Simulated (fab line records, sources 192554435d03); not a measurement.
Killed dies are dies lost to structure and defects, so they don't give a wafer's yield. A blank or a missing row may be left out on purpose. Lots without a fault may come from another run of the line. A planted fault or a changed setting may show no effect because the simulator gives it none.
fab line records | flow n5_finfet
record lots=8 wafers=23 last_day=17
route steps=1938 shown BEOL_M1@754 BEOL_M4@1111 PASSIVATION@1936
lots that met no fault: from a run of the same line without faults
start_h: hours from the record's first day to the start of the lot's first wafer shown | wait_h: hours since the lot's step before | " the same as in the row above | L1.1+2: a row that stands for several wafers | - no value, or no start given | * or withheld: withheld | < > ~ a bound
route shown NAME@n: a module of which the file shows steps, and the number in the route of the first | usual: mean/standard deviation of fault-free wafers | same: alike in all rows | chamber/n: place in a boat | sites: the reading at each site | _std_site: their standard deviation | _edge_site: outer sites' mean less inner sites' | radius_mm: how far each site lies from the wafer's centre | mask NAME#n: copy n | behind: the tool/chamber that last shaped the wafer | hold: why the lot was held/for how many hours/how that ended | device: the transistor (n, p or np) that didn't switch | end of line: the same wafers' tests at the end of the route | a step without rows: its recipe alone | killed: dies lost to structure and defects at the first sort, not the wafer's yield | map: a wafer's dies, x killed, . not, _ none there
set.NAME: the setting as run; set.NAME@STEP: as run at that earlier step | model.NAME: the simulator's own value behind a step, which no gauge read
steps of the route over a sample of lots; a table a step, a row a wafer
services: from which hour (start_h, from the record's first day; less than 0 if before it) a tool's chamber was out of use, for how many hours, and why
## steps
# step N5_BEOL_M1_HM_DEP_02
# recipe material=TiN target_thk_a=200 temp_c=25 chamber_pressure_pa=0.49996
# usual susceptor_temp_C=25.00/0.11 throttle_valve_pct=29.8/1.1
# columns lot.wafer tool chamber start_h wait_h susceptor_temp_C throttle_valve_pct
L319.1 pvd_sputter-01 - 129.13 0.4 25.13 30.6
L319.3 " - " " 25.07 27.4
L319.6 " - " " 24.99 29.9
L328.1 pvd_sputter-01 - 171.94 2.4 25.07 30.4
L328.2 " - " " 25.09 29.7
L329.1 pvd_sputter-01 - 181.32 1.6 25.09 30.1
L329.2 " - " " 24.86 27.5
L329.3 " - " " 25.11 29.9
L331.1 pvd_sputter-01 - 196.05 0.2 24.98 30.8
L331.2 " - " " 25.01 27.1
L331.4 " - " " 24.88 29.7
L334.1 pvd_sputter-03 - 209.96 0.5 24.86 30.8
L334.3 " - " " 25.12 29.6
L334.6 " - " " 25.17 31.6
L336.1 pvd_sputter-03 - 224.16 0.5 24.95 30.2
L336.4 " - " " 24.73 29.4
L336.6 " - " " 24.97 30.5
L340.2 pvd_sputter-02 - 253.49 1.7 25.01 30.2
L340.3 " - " " 24.97 30.0
L340.4 " - " " 25.12 28.6
L342.2 pvd_sputter-01 - 263.80 0.5 24.94 30.6
L342.3 " - " " 24.93 27.2
L342.4 " - " " 24.92 29.8
# step N5_BEOL_M1_CD_MEAS_28
# recipe landing_energy_ev=500 detector=se_inlens target_cd_y_nm=23.3
# usual cd_nm=24.09/0.3
# columns lot.wafer tool chamber start_h wait_h cd_nm
L319.1 cd_sem-01 0 130.46 - 24.13
L319.3 " 0 " " 23.48
L319.6 " 0 " " 24.55
L328.1 cd_sem-03 0 173.82 - 24.48
L328.2 " 0 " " 24.56
L329.1 cd_sem-01 0 182.71 - 24.13
L329.2 " 0 " " 24.16
L329.3 " 0 " " 24.00
L331.1 cd_sem-01 0 197.31 - 23.94
L331.2 " 0 " " 24.45
L331.4 " 0 " " 23.81
L334.1 cd_sem-02 0 211.34 - 24.56
L334.3 " 0 " " 24.31
L334.6 " 0 " " 24.38
L336.1 cd_sem-01 0 225.68 - 24.56
L336.4 " 0 " " 23.74
L336.6 " 0 " " 23.66
L340.2 cd_sem-02 0 254.83 - 23.76
L340.3 " 0 " " 23.85
L340.4 " 0 " " 23.90
L342.2 cd_sem-03 0 265.08 - 23.31
L342.3 " 0 " " 23.73
L342.4 " 0 " " 24.11
# step N5_BEOL_M1_INSPECT_30
# recipe mode=adi inspect_instrument=brightfield
# usual raw_defect_count=419/99
# columns lot.wafer tool chamber start_h wait_h raw_defect_count
L319.1 defect_inspect-02 - 130.55 0.1 258
L319.3 " - " " 319
L319.6 " - " " 246
L328.1 defect_inspect-02 - 173.91 0.1 360
L328.2 " - " " 600
L329.1 defect_inspect-01 - 182.80 0.1 299
L329.2 " - " " 269
L329.3 " - " " 249
L331.1 defect_inspect-01 - 197.40 0.1 369
L331.2 " - " " 332
L331.4 " - " " 449
L334.1 defect_inspect-02 - 211.43 0.1 496
L334.3 " - " " 386
L334.6 " - " " 484
L336.1 defect_inspect-01 - 225.77 0.1 463
L336.4 " - " " 359
L336.6 " - " " 313
L340.2 defect_inspect-02 - 254.92 0.0 325
L340.3 " - " " 425
L340.4 " - " " 383
L342.2 defect_inspect-01 - 265.17 0.0 286
L342.3 " - " " 383
L342.4 " - " " 522
# step N5_BEOL_M1_ETCH_69
# recipe chemistry=CF4 target=SiARC target_depth_a=156 mask_material=CAR-EUV time_s=26 ion_energy_ev=80 pressure_mtorr=40 source_w=545 bias_w=36 Ar_flow_sccm=100 cf4_flow_sccm=100 ends=cleared
# usual cf4_flow_sccm=100.0/0.32 drypump_motor_current_A=5.8/0.41 etch_rf_on_time_s=25.9/0.51 oes_product_au=0.67/0.069 rf_vpp_V=184.0/1 showerhead_plenum_p_Torr=2.13/0.052 throttle_valve_pct=15.65/0.24
# columns lot.wafer tool chamber start_h wait_h cf4_flow_sccm drypump_motor_current_A etch_rf_on_time_s oes_product_au rf_hours_counter_h rf_vpp_V showerhead_plenum_p_Torr throttle_valve_pct
L319.1 rie_diel-02 3 130.64 0.0 99.8 6.3 25.4 0.75 53 183.6 2.17 15.55
L319.3 " 2 " " 99.9 6.0 26.7 0.62 144 183.8 2.22 15.85
L319.6 " 2 " " 99.7 6.0 26.7 0.63 - 185.0 2.22 15.84
L328.1 rie_diel-02 0 174.00 0.0 100.0 5.0 25.7 0.74 44 181.9 2.09 15.47
L328.2 " 3 " " 99.6 6.3 25.8 0.71 70 183.7 2.16 15.60
L329.1 rie_diel-02 2 182.88 0.0 100.5 6.0 26.9 0.61 165 185.1 2.21 15.87
L329.2 " 0 " " 100.2 5.0 25.7 0.73 47 184.1 2.09 15.48
L329.3 " 1 " " 100.5 5.8 26.8 0.58 242 184.0 2.11 16.18
L331.1 rie_diel-06 0 197.49 0.0 99.7 5.6 25.4 0.82 0 183.9 2.12 15.64
L331.2 " 3 " " 100.3 5.2 25.7 0.62 208 184.9 2.21 15.88
L331.4 " 1 " " 99.8 5.5 26.3 0.62 167 183.3 2.13 15.27
L334.1 rie_diel-01 2 211.52 0.0 100.3 5.8 25.9 0.66 169 184.8 2.14 15.72
L334.3 " 1 " " 100.4 5.4 26.8 0.62 179 184.2 2.05 15.51
L334.6 " 2 " " 100.0 5.8 25.9 0.66 - 183.5 2.14 15.72
L336.1 rie_diel-01 0 225.86 0.0 100.0 6.3 25.3 0.79 17 184.2 2.09 15.17
L336.4 " 3 " " 100.3 6.2 25.9 0.64 163 182.0 2.05 15.54
L336.6 " 1 " " 99.9 5.4 26.1 0.62 - 181.4 2.05 15.51
L340.2 rie_diel-01 3 255.06 0.0 100.3 6.2 26.4 0.63 168 182.2 2.05 15.56
L340.3 " 2 " " 99.8 5.9 26.1 0.65 183 183.6 2.13 15.74
L340.4 " 0 " " 101.0 6.3 25.3 0.77 28 183.6 2.09 15.19
L342.2 rie_diel-02 3 265.25 0.0 100.0 6.3 25.5 0.69 101 183.3 2.15 15.67
L342.3 " 0 " " 100.0 5.0 25.5 0.72 69 183.8 2.08 15.53
L342.4 " 1 " " 100.3 5.8 26.3 0.81 12 183.9 2.10 15.76
# step N5_BEOL_M1_ETCHBACK_99
# recipe chemistry=CHF3 target=SiO2 target_depth_a=50 time_s=10.4 source_w=215 bias_w=47 Ar_flow_sccm=200 CHF3_flow_sccm=12 ion_energy_ev=100 pressure_mtorr=30
# usual drypump_motor_current_A=5.8/0.44 oes_ar_750_au=0.79/0.08 oes_product_au=0.79/0.087 rf_vpp_V=241/3.8 showerhead_plenum_p_Torr=2.14/0.051 throttle_valve_pct=17.11/0.27
# columns lot.wafer tool chamber start_h wait_h drypump_motor_current_A oes_ar_750_au oes_product_au rf_hours_counter_h rf_vpp_V showerhead_plenum_p_Torr throttle_valve_pct
L319.1 rie_diel-02 2 134.34 3.6 6.1 0.74 0.74 146 242 2.22 17.24
L319.3 " 0 " " 5.0 0.89 0.91 28 243 2.10 16.91
L319.6 " 2 " " 6.0 0.74 0.74 - 242 2.22 17.22
L328.1 rie_diel-06 3 196.04 21.4 5.2 0.74 0.35 208 239 2.23 17.35
L328.2 " 0 " " 5.6 0.98 0.96 0 238 2.14 17.15
L329.1 rie_diel-01 2 196.30 12.0 5.9 0.78 0.30 165 244 2.15 17.11
L329.2 " 3 " " 6.2 0.76 0.75 155 250 2.08 17.08
L329.3 " 1 " " 5.4 0.74 0.74 175 233 2.07 17.01
L331.1 rie_diel-02 2 205.49 7.4 6.0 0.72 0.38 171 241 2.21 17.24
L331.2 " 1 " " 5.8 0.68 0.68 249 241 2.11 17.60
L331.4 " 3 " " 6.3 0.82 0.83 80 245 2.17 17.08
L334.1 rie_diel-02 0 215.94 4.3 5.0 0.85 0.85 58 243 2.09 16.97
L334.3 " 2 " " 6.0 0.72 0.71 176 242 2.21 17.27
L334.6 " 3 " " 6.3 0.81 0.83 - 247 2.17 17.08
L336.1 rie_diel-01 1 238.87 12.9 5.4 0.74 0.73 189 235 2.07 17.03
L336.4 " 0 " " 6.3 0.91 0.91 - 242 2.10 16.64
L336.6 " 2 " " 5.9 0.77 0.76 - 240 2.14 17.14
L340.2 rie_diel-02 0 261.95 6.8 5.0 0.84 0.84 68 243 2.09 16.98
L340.3 " 3 " " 6.3 0.80 0.81 100 245 2.16 17.13
L340.4 " 1 " " 5.8 0.94 0.96 11 242 2.10 17.21
L342.2 rie_diel-01 1 271.86 6.2 5.4 0.73 0.72 199 233 2.06 17.07
L342.3 " 2 " " 5.9 0.77 0.75 188 242 2.14 17.17
L342.4 " 3 " " 6.2 0.74 0.74 172 249 2.07 17.10
# step N5_BEOL_M1_OCD_MEAS_38
# usual trench_depth_nm=55.3/1.1
# columns lot.wafer tool chamber start_h wait_h trench_depth_nm
L319.1 ocd-02 - 134.73 - 53.7
L319.3 " - " " 56.7
L319.6 " - " " 54.1
L328.1 ocd-02 - 196.43 - 10.9
L328.2 " - " " 55.1
L329.1 ocd-02 - 196.70 - 2.0
L329.2 " - " " 54.8
L329.3 " - " " 54.4
L331.1 ocd-01 - 205.88 - 13.1
L331.2 " - " " 54.3
L331.4 " - " " 57.3
L334.1 ocd-01 - 216.34 - 56.4
L334.3 " - " " 53.5
L334.6 " - " " 56.2
L336.1 ocd-01 - 239.26 - 55.5
L336.4 " - " " 56.3
L336.6 " - " " 55.4
L340.2 ocd-02 - 262.34 - 56.8
L340.3 " - " " 57.0
L340.4 " - " " 55.8
L342.2 ocd-02 - 272.25 - 54.8
L342.3 " - " " 54.6
L342.4 " - " " 55.3
# step N5_BEOL_M1_CD_MEAS_35
# recipe target_cd_nm=18 target_cd_y_nm=21 polarity=opening
# usual cd_nm=18.0/0.38
# columns lot.wafer tool chamber start_h wait_h cd_nm
L319.1 cd_sem-02 - 134.89 0.0 19.1
L319.3 " - " " 17.9
L319.6 " - " " 18.0
L328.1 cd_sem-02 - 196.58 0.0 -
L328.2 " - " " 18.3
L329.1 cd_sem-03 - 196.85 0.0 -
L329.2 " - " " 18.2
L329.3 " - " " 17.8
L331.1 cd_sem-02 - 206.03 0.0 -
L331.2 " - " " 18.1
L331.4 " - " " 18.7
L334.1 cd_sem-02 - 216.49 0.0 18.6
L334.3 " - " " 18.4
L334.6 " - " " 18.1
L336.1 cd_sem-01 - 239.52 0.0 17.3
L336.4 " - " " 18.4
L336.6 " - " " 17.7
L340.2 cd_sem-02 - 262.50 0.0 18.7
L340.3 " - " " 18.8
L340.4 " - " " 18.3
L342.2 cd_sem-03 - 272.41 0.0 18.2
L342.3 " - " " 18.4
L342.4 " - " " 17.7
# step N5_BEOL_M1_THK_MEAS_53
# recipe thk_meas_gauge=xrf reads=Cu_of_BEOL_M1_ECD_50
# usual M1_THK=41.1/1.9
# columns lot.wafer tool chamber start_h wait_h M1_THK[nm]
L319.1 film_metro-01 - 140.34 - 42.3
L319.3 " - " " 39.5
L319.6 " - " " 43.5
L328.1 film_metro-02 - 200.13 - -
L328.2 " - " " 41.3
L329.1 film_metro-02 - 201.50 - -
L329.2 " - " " 41.3
L329.3 " - " " 41.2
L331.1 film_metro-01 - 209.99 - -
L331.2 " - " " 42.3
L331.4 " - " " 43.1
L334.1 film_metro-02 - 220.86 - 37.0
L334.3 " - " " 41.2
L334.6 " - " " 40.6
L336.1 film_metro-02 - 243.49 - 38.5
L336.4 " - " " 43.2
L336.6 " - " " 43.6
L340.2 film_metro-02 - 266.62 - 39.9
L340.3 " - " " 41.0
L340.4 " - " " 39.9
L342.2 film_metro-01 - 276.74 - 41.0
L342.3 " - " " 36.2
L342.4 " - " " 42.0
# step N5_BEOL_M4_RC_MEAS_101
# usual DIBL_N=35.3/1.5 DIBL_P=35.3/1.9 IOFF_N=0.145/0.027 IOFF_P=0.20/0.033 ION_N=670/12 ION_P=462/6.8 SS_N=71.3/0.6 SS_P=73.1/0.7 VT_N=251/3.4 VT_P=-251/3.2
# columns lot.wafer tool chamber start_h wait_h DIBL_N[mV/V] DIBL_P[mV/V] IOFF_N[nA/um] IOFF_P[nA/um] ION_N[uA/um] ION_P[uA/um] SS_N[mV/dec] SS_P[mV/dec] VT_N[mV] VT_P[mV]
L319.1 prober-02 0 182.71 0.0 35.3 35.0 0.147 0.18 670 456 71.7 72.2 248 -254
L319.3 " 0 " " 33.1 32.6 0.115 0.16 664 458 70.6 72.7 254 -252
L319.6 " 0 " " 35.4 35.4 0.157 0.20 679 466 70.9 72.6 248 -247
L328.2 prober-01 0 240.59 0.2 32.1 31.7 0.108 0.17 662 460 70.5 71.9 254 -250
L329.2 prober-02 0 241.25 0.2 33.6 33.8 0.130 0.20 674 474 70.3 72.5 249 -250
L329.3 " 0 " " 34.0 34.8 0.126 0.20 656 458 71.2 72.3 255 -248
L331.2 prober-02 0 253.74 0.2 34.4 35.4 0.132 0.20 662 463 70.5 73.4 251 -251
L331.4 " 0 " " 34.9 35.4 0.134 0.20 651 452 72.0 72.8 250 -250
L334.1 prober-02 0 276.42 0.0 35.0 34.5 0.126 0.17 671 461 71.3 73.3 254 -251
L334.3 " 0 " " 36.7 36.2 0.153 0.20 669 456 71.5 73.5 251 -252
L334.6 " 0 " " 34.3 33.6 0.119 0.17 670 464 71.0 72.6 254 -255
L336.1 prober-01 0 291.23 0.0 35.8 35.4 0.139 0.19 667 461 71.4 72.9 256 -252
L336.4 " 0 " " 34.0 33.6 0.103 0.17 641 449 71.2 73.1 257 -254
L336.6 " 0 " " 37.7 37.9 0.166 0.23 659 453 71.9 73.5 251 -252
L340.2 prober-01 0 304.26 0.2 36.1 34.9 0.148 0.18 668 454 71.4 73.0 251 -255
L340.3 " 0 " " 36.3 35.3 0.159 0.19 676 462 71.4 73.0 248 -253
L340.4 " 0 " " 35.4 35.1 0.150 0.19 662 461 71.5 73.4 247 -252
L342.2 prober-01 0 311.05 0.2 36.4 36.2 0.156 0.21 663 459 71.5 73.0 250 -249
L342.3 " 0 " " 35.1 34.7 0.147 0.19 675 458 70.4 72.8 249 -250
L342.4 " 0 " " 34.8 33.9 0.126 0.17 657 457 70.7 72.9 252 -255
# step N5_PASSIVATION_PROBE_49
# usual defect_limited_yield=91.2/1.5 killed_at_M0_to_M3=34/11 killed_at_M4_up=14/5.4 killed_at_contacts=12/5.9 killed_at_front_end=40/12 killed_at_other=4/3.3 killed_dies=103/18 killed_on_rim=14/4.1 killed_open=68/13 killed_short=34/7.5 sort_bin_5_function=5.1/1 sort_bin_6_memory=3.3/0.7 sort_bin_8_speed=0.03/0.27 sort_n_pass=1076/18 sort_yield_pct=91.2/1.5
# same gross_dies=1180 killed_at_back_side=0 sort_bin_4_leakage[%]=0
# columns lot.wafer tool chamber start_h wait_h defect_limited_yield[%] killed_at_M0_to_M3 killed_at_M4_up killed_at_contacts killed_at_front_end killed_at_other killed_dies killed_on_rim killed_open killed_short sort_bin_5_function[%] sort_bin_6_memory[%] sort_bin_8_speed[%] sort_n_pass sort_yield_pct[%]
L328.1 prober-01 - 347.07 0.0 15.8 921 11 23 38 1 994 92 68 45 80.1 3.6 0 186 15.8
L328.2 prober-01 - 347.12 0.1 89.7 26 23 18 51 3 121 19 91 30 5.0 5.3 0 1059 89.7
L329.1 prober-02 - 347.80 0.0 1.7 1091 11 2 43 13 1160 152 80 43 93.8 4.0 0 20 1.7
L329.2 prober-02 - 347.85 0.1 92.8 24 9 9 35 8 85 15 54 29 4.7 2.5 0 1095 92.8
L329.3 prober-02 - 347.90 0.1 91.7 41 14 7 25 11 98 5 62 35 4.2 3.7 0 1082 91.7
L331.1 prober-01 - 359.48 0.0 20.2 875 21 4 41 1 942 104 66 28 76.9 2.6 0 238 20.2
L331.2 prober-01 - 359.53 0.1 92.5 31 12 9 36 1 89 18 51 36 4.1 2.9 0 1091 92.5
L331.4 prober-01 - 359.63 0.2 90.8 26 28 10 42 3 109 10 75 33 5.3 3.6 0 1071 90.8
L334.1 prober-02 - 391.06 0.0 91.3 25 8 5 59 6 103 20 72 31 5.8 2.9 0 1077 91.3
L334.3 prober-02 - 391.16 0.1 90.4 35 14 15 46 3 113 13 75 37 5.3 4.2 0 1067 90.4
L334.6 prober-02 - 391.31 0.3 92.0 26 18 3 45 2 94 13 67 26 5.9 1.8 0 1086 92.0
L336.4 prober-01 - 396.37 0.7 90.5 31 16 12 44 9 112 14 74 33 5.7 3.6 0.34 1064 90.2
# killed by level:class
L328.1 BEOL_M1:area_open=880 MOL_CONTACT_COAG:geometric_particle:open=20 FIN_SAQP:geometric_particle:short=10 BEOL_M0_SAQP:geometric_particle:short=10 BEOL_M0_SAQP:geometric_particle:open=9 FIN_SAQP:geometric_particle:open=6 STI_FIN_REVEAL:geometric_particle:open=6 BEOL_M2:geometric_particle:short=6
L328.2 FIN_SAQP:geometric_particle:open=16 MOL_CONTACT_COAG:geometric_particle:open=14 BEOL_M5:geometric_particle:open=12 FIN_SAQP:geometric_particle:short=11 STI_FIN_REVEAL:geometric_particle:open=9 BEOL_M4:geometric_particle:open=8 BEOL_M2:geometric_particle:open=7 BEOL_M3:geometric_particle:open=5
L329.1 BEOL_M1:area_open=1036 BEOL_M0_SAQP:geometric_particle:open=18 BEOL_M0_SAQP:geometric_particle:short=14 BEOL_M1:geometric_particle:open=12 STI_FIN_REVEAL:geometric_particle:open=11 FIN_SAQP:geometric_particle:open=10 FIN_SAQP:geometric_particle:short=7 DUMMY_GATE:geometric_particle:open=4
L329.2 FIN_SAQP:geometric_particle:short=11 MOL_CONTACT_COAG:geometric_particle:open=9 STI_FIN_REVEAL:geometric_particle:open=7 DUMMY_GATE:geometric_particle:open=5 BEOL_M0_SAQP:geometric_particle:short=5 BEOL_M0_SAQP:geometric_particle:open=5 PASS1_DEP:geometric_particle:short=3 BEOL_M1:geometric_particle:open=3
L329.3 BEOL_M0_SAQP:geometric_particle:open=8 BEOL_M3:geometric_particle:open=8 FIN_SAQP:geometric_particle:open=7 FIN_SAQP:geometric_particle:short=6 BEOL_M1:geometric_particle:open=6 BEOL_M2:geometric_particle:open=6 BEOL_M5:geometric_particle:open=6 BEOL_M0_SAQP:geometric_particle:short=5
L331.1 BEOL_M1:area_open=848 BEOL_M4:geometric_particle:open=11 FIN_SAQP:geometric_particle:open=10 FIN_SAQP:geometric_particle:short=7 BEOL_M0_SAQP:geometric_particle:open=6 BEOL_M2:geometric_particle:open=6 STI_FIN_REVEAL:geometric_particle:open=5 BEOL_M3:geometric_particle:open=5
L331.2 BEOL_M0_SAQP:geometric_particle:short=11 BEOL_M0_SAQP:geometric_particle:open=10 ILD0:geometric_particle:short=8 MOL_CONTACT_COAG:geometric_particle:open=8 FIN_SAQP:geometric_particle:open=5 FIN_SAQP:geometric_particle:short=5 STI_FIN_REVEAL:geometric_particle:open=4 BEOL_M3:geometric_particle:open=4
L331.4 BEOL_M4:geometric_particle:open=17 FIN_SAQP:geometric_particle:short=16 FIN_SAQP:geometric_particle:open=14 MOL_CONTACT_COAG:geometric_particle:open=10 BEOL_M0_SAQP:geometric_particle:open=7 BEOL_M0:geometric_particle:open=6 ILD0:geometric_particle:short=4 BEOL_M0_SAQP:geometric_particle:short=4
L334.1 STI_FIN_REVEAL:geometric_particle:open=17 FIN_SAQP:geometric_particle:open=9 BEOL_M3:geometric_particle:open=9 FIN_SAQP:geometric_particle:short=7 DUMMY_GATE:geometric_particle:open=7 STI_FIN_REVEAL:geometric_particle:short=6 MOL_CONTACT_COAG:geometric_particle:open=4 BEOL_M1:geometric_particle:open=4
L334.3 FIN_SAQP:geometric_particle:open=13 STI_FIN_REVEAL:geometric_particle:open=12 BEOL_M2:geometric_particle:open=12 FIN_SAQP:geometric_particle:short=10 MOL_CONTACT_COAG:geometric_particle:open=10 BEOL_M3:geometric_particle:open=7 MOL_CONTACT_COAG:geometric_particle:short=5 BEOL_M4:geometric_particle:open=5
L334.6 STI_FIN_REVEAL:geometric_particle:open=10 DUMMY_GATE:geometric_particle:open=9 BEOL_M4:geometric_particle:open=8 BEOL_M3:geometric_particle:open=6 FIN_SAQP:geometric_particle:open=5 BEOL_M2:geometric_particle:open=5 FIN_SAQP:geometric_particle:short=4 FIN_CUT:geometric_particle:short=4
L336.4 FIN_SAQP:geometric_particle:short=9 STI_FIN_REVEAL:geometric_particle:open=9 FIN_SAQP:geometric_particle:open=7 DUMMY_GATE:geometric_particle:open=7 BEOL_M1:geometric_particle:open=7 BEOL_M3:geometric_particle:open=7 BEOL_M4:geometric_particle:open=7 MOL_CONTACT_COAG:geometric_particle:open=6
## services
# columns tool chamber start_h hours kind
rie_diel-02 - 113.36 0.2 repair
rie_diel-01 0 117.13 8.1 repair
rie_diel-02 1 122.10 29.3 repair
rie_diel-01 0 125.25 - clean
rie_diel-01 0 125.25 - consumable_replace:focus_ring
rie_diel-01 0 125.25 36.8 scheduled_down
rie_diel-01 0 125.25 36.8 vent_cycle
rie_diel-06 3 134.11 4.1 repair
pvd_sputter-03 - 152.30 1.4 repair
rie_diel-06 0 170.31 - clean
rie_diel-06 0 170.31 - consumable_replace:focus_ring
rie_diel-06 0 170.31 24.4 scheduled_down
rie_diel-06 0 170.31 24.4 vent_cycle
rie_diel-06 - 176.96 1.2 repair
rie_diel-06 2 204.70 3.3 repair
rie_diel-02 1 208.27 - clean
rie_diel-02 1 208.27 - consumable_replace:focus_ring
rie_diel-02 1 208.27 17.2 scheduled_down
rie_diel-02 1 208.27 17.2 vent_cycle
rie_diel-02 0 242.88 8.6 repair
rie_diel-06 - 246.07 0.3 repair
## key
first_sign step=N5_BEOL_M1_ETCHBACK_99 reading=oes_product_au direction=down sigmas=5.1 usual=0.79 struck=0.35
effect step=N5_BEOL_M1_OCD_MEAS_38 reading=trench_depth_nm direction=down sigmas=42 usual=55.3 struck=8.7
effect step=N5_BEOL_M1_CD_MEAS_35 reading=cd_nm direction=missing
effect step=N5_BEOL_M1_THK_MEAS_53 reading=M1_THK direction=missing
effect step=N5_PASSIVATION_PROBE_49 reading=killed_at_M0_to_M3 direction=up sigmas=83 usual=34 struck=962
more_kills_born_at N5_BEOL_M1_HM_OPEN_17@rie_metal-03=1916 N5_BEOL_M1_HM_OPEN_17@rie_metal-01=848
met_at N5_BEOL_M1_HM_DEP_02
struck_lots L328,L329,L331
struck_wafers L328.1,L329.1,L331.1
later_rows_left_out L328.1,L329.1,L331.1
not_acting_at N5_BEOL_M1_CD_MEAS_28,N5_BEOL_M1_INSPECT_30,N5_BEOL_M1_ETCH_69
onset_between 129.13 171.94
fault kind=process_parameter_drift tool=pvd_sputter-01 chamber=- onset_h=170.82 steps=N5_BEOL_M1_HM_DEP_02 channel=target_thk_a offset=* shape=step end_h=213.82 scope=struck_wafers_only acts_in=* stated=*
# later_rows_left_out: the simulator's readings of these wafers behind a module that went badly wrong aren't trusted and aren't shown, but for the sort
